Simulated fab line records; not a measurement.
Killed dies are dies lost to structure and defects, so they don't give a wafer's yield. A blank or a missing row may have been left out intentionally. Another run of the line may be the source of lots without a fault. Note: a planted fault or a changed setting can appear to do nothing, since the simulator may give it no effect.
Code-filled problem report in 8D (eight disciplines) form / flow nand_harc / the parts of the form that need people (team, actions taken, sign-off) are left out

== 1. WHAT IS WRONG ==
Wafers without a fault read 1.001 a.u. with a standard deviation of 0.012, while oes_product_au at NHARC_A_BLC_ETCH_16 averages 0.855 a.u. across 2 wafers of 1 lot. That puts it -12 standard deviations away from the usual mean.
The step: etches the open film in CF4, target depth 39 nm, time 65 s.
Earliest sighting: wafer L952.4 on rie_diel-02 at day 17 21:13. Wafers with a number at this step in the record: 39, from 13 lots. The rule behind "out" and "out of limits": a value lying over 4 standard deviations away from the usual mean. Any other wafer with a number is counted as sound.

== 2. WHAT IT IS, AND WHAT IT ISN'T ==
question=which readings at this step | is=oes_product_au | is not=bias_w, drypump_motor_current_A, showerhead_plenum_p_Torr, throttle_valve_pct
question=which lots | is=L952 | is not=L949, L950, L956, L963, L964, L965, L966, L967, L968, L969, L971, L972
question=which wafers of those lots | is=L952.1, L952.4 | is not=L952.6
question=read on which tools | is=rie_diel-02 | is not=rie_diel-13
question=when | is=from day 17 21:13 | is not=up to then (7 sound wafers); but 30 sound wafers of L956, L963, L964, L965, L966, L967, L968, L969, L971, L972 came after

== 3. WHAT RULES OUT EACH SUSPECT ==
Counting: any tool at a process step up to the reading remains a suspect provided it ran every lot that is out. Sound lots after the first of them don't rule it out here, since some wafers of a struck lot are sound.
- rie_diel-02 at NHARC_A_BLC_ETCH_16 (etches the open film in CF4, target depth 39 nm, time 65 s): kept. It ran the lot that is out, L952 (day 17 21:13); its last sound lot up to then is L950 (day 17 14:32). Its own oes_product_au readings are out on those wafers.
After counting, what remains is rie_diel-02 at NHARC_A_BLC_ETCH_16.

== 4. THE CAUSE (what the simulator had put in) ==
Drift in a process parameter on rie_diel-02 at NHARC_A_BLC_ETCH_16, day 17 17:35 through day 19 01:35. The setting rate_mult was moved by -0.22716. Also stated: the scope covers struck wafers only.
Counting left only this tool.

== 5. THE EFFECT CHAIN, in route order ==
Each row: a reading where the mean over the struck wafers with a number is more than 3 standard deviations away from the usual. Readings are gone through only where the record gives a usual standard deviation; hours: the median, over the lots, of the time from a lot's start at the first step in this table giving one to that lot's start at this step; sigmas: the change measured in usual standard deviations.
hours=0; step=NHARC_A_BLC_ETCH_16; reading=oes_product_au; usual=1.001 a.u.; on struck wafers=0.855; change=-0.145; sigmas=-12
It contains these process steps:
- NHARC_A_BLC_ETCH_16: etches the open film in CF4, target depth 39 nm, time 65 s.

== 6. WHAT WOULD HAVE CAUGHT IT SOONER ==
4 hours passed between the start of the fault at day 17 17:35 and the first reading out of limits in this record, taken at day 17 21:13.
